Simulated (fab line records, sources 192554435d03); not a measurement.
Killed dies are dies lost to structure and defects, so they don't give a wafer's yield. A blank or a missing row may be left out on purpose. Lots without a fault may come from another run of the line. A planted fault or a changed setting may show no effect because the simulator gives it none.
Chamber matching | flow n5_finfet | N5_FIN_CUT_STRIP_22 on rie_diel-03: 4 sister chambers
The step strips in N2/H2. 22 wafers are shown with their chamber, then 11 later ones without.

WAFERS WITH THEIR CHAMBER
wafer  | chamber | showerhead_plenum_p_Torr (Torr) | drypump_motor_current_A (A) | throttle_valve_pct (%)
L075.2 | 3       | 3.37                            | 5.2                         | 19.35
L075.3 | 1       | 3.24                            | 6.3                         | 19.16
L075.6 | 0       | 3.37                            | 5.4                         | 19.31
L078.1 | 1       | 3.23                            | 6.3                         | 19.15
L078.2 | 2       | 3.19                            | 5.5                         | 18.89
L078.3 | 3       | 3.37                            | 5.3                         | 19.36
L078.4 | 0       | 3.36                            | 5.4                         | 19.34
L078.5 | 2       | 3.19                            | 5.5                         | 18.97
L078.6 | 1       | 3.23                            | 6.2                         | 19.16
L079.1 | 2       | 3.19                            | 5.5                         | 18.86
L079.2 | 0       | 3.36                            | 5.4                         | 19.38
L079.4 | 3       | 3.37                            | 5.3                         | 19.35
L082.2 | 1       | 3.23                            | 6.2                         | 19.18
L082.3 | 0       | 3.36                            | 5.4                         | 19.34
L082.6 | 1       | 3.23                            | 6.2                         | 19.17
L083.3 | 1       | 3.23                            | 6.2                         | 19.15
L083.4 | 2       | 3.18                            | 5.5                         | 18.88
L083.5 | 0       | 3.36                            | 5.4                         | 19.39
L086.2 | 1       | 3.23                            | 6.2                         | 19.18
L086.3 | 2       | 3.18                            | 5.5                         | 18.94
L086.4 | 0       | 3.36                            | 5.4                         | 19.38
L089.2 | 1       | 3.22                            | 6.3                         | 19.22

SIGNATURES (means of the wafers above)
reading                  | chamber 0 | chamber 1 | chamber 2 | chamber 3 | scatter within a chamber
showerhead_plenum_p_Torr | 3.3617    | 3.2300    | 3.1860    | 3.3700    | 0.00473
drypump_motor_current_A  | 5.400     | 6.237     | 5.500     | 5.267     | 0.0376
throttle_valve_pct       | 19.3567   | 19.1713   | 18.9080   | 19.3533   | 0.0307
Rule: a wafer's distance from a chamber is the root of the sum, over the readings, of the square of ((its reading less the chamber's mean) divided by the reading's scatter). The wafer belongs to the nearest chamber; if the next one is less than 2 further off, it can't be placed. The scatter: the root of (the sum of the squares of (reading less its chamber's mean) over the shown wafers, divided by (wafers less chambers)).

WAFERS WITHOUT THEIR CHAMBER
wafer  | showerhead_plenum_p_Torr (Torr) | drypump_motor_current_A (A) | throttle_valve_pct (%)
L089.3 | 3.36                            | 5.2                         | 19.38
L089.6 | 3.36                            | 5.2                         | 19.41
L090.1 | 3.36                            | 5.2                         | 19.41
L090.2 | 3.22                            | 6.2                         | 19.20
L090.3 | 3.35                            | 5.4                         | 19.32
L090.4 | 3.22                            | 6.2                         | 19.19
L090.5 | 3.35                            | 5.4                         | 19.44
L090.6 | 3.36                            | 5.2                         | 19.43
L095.2 | 3.35                            | 5.3                         | 19.39
L095.3 | 3.34                            | 5.4                         | 19.38
L095.5 | 3.35                            | 5.2                         | 19.39

WHICH CHAMBER EACH WENT THROUGH
wafer  | from the rows above     | in truth
L089.3 | 3                       | 3
L089.6 | 3                       | 3
L090.1 | 3                       | 3
L090.2 | 1                       | 1
L090.3 | 0                       | 0
L090.4 | 1                       | 1
L090.5 | 0                       | 0
L090.6 | 3                       | 3
L095.2 | can't be placed: 0 or 3 | 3
L095.3 | 0                       | 0
L095.5 | can't be placed: 3 or 0 | 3
Placed correctly: 9 of 11. Can't be placed from these rows: 2 (the true chamber is among the candidates in 2). Placed wrongly: 0.
